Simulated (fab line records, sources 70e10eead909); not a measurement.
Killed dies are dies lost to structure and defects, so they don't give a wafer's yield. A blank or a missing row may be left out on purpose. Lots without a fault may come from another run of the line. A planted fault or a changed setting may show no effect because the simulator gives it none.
Which tool did it? | flow nand_harc | 12 lots, 36 wafers sampled, at 1 step of a route of 1159

WHAT THE GAUGES READ, wafer by wafer
NHARC_A_SIN_REMOVE_INSPECT_04.
lot  | measured     | on                | raw_defect_count
L075 | day 15 02:31 | defect_inspect-02 | 185 234 201
L074 | day 15 10:19 | defect_inspect-01 | 281 284 245
L078 | day 15 10:20 | defect_inspect-01 | 442 303 559
L081 | day 16 22:13 | defect_inspect-01 | 441 342 275
L083 | day 17 09:58 | defect_inspect-01 | 441 372 314
L085 | day 17 14:40 | defect_inspect-01 | 292 326 352
L086 | day 18 00:14 | defect_inspect-02 | 246 218 327
L090 | day 18 10:35 | defect_inspect-02 | 390 386 307
L093 | day 19 01:05 | defect_inspect-02 | 320 425 450
L091 | day 19 05:49 | defect_inspect-01 | 337 245 338
L095 | day 20 04:12 | defect_inspect-01 | 184 197 310
L097 | day 20 14:37 | defect_inspect-01 | 270 277 311

WHICH TOOL RAN EACH LOT (tool, then ch and the chambers of the sampled wafers, then the start)
The record holds no process step before these readings.

THE ANSWER, worked out from the rows above alone
Rule: what is usual is taken from the lots themselves. Put in order of their means at a reading, lots are off if they are a third of the lots or fewer, leave a main group of 4 or more, and stand apart from it by a gap of 3 or more times the standard deviation of the main group's means; of several such gaps the widest counts. A main group whose means are all the same, to the digits that the tables above print for the reading, isn't used. A lot without any number at a reading at which 4 lots or more have one is off too. The other lots that the step has rows for count as sound.
No lot is off at any reading shown: from this, nothing can be told.

WHAT THE SIMULATOR HAD PUT IN
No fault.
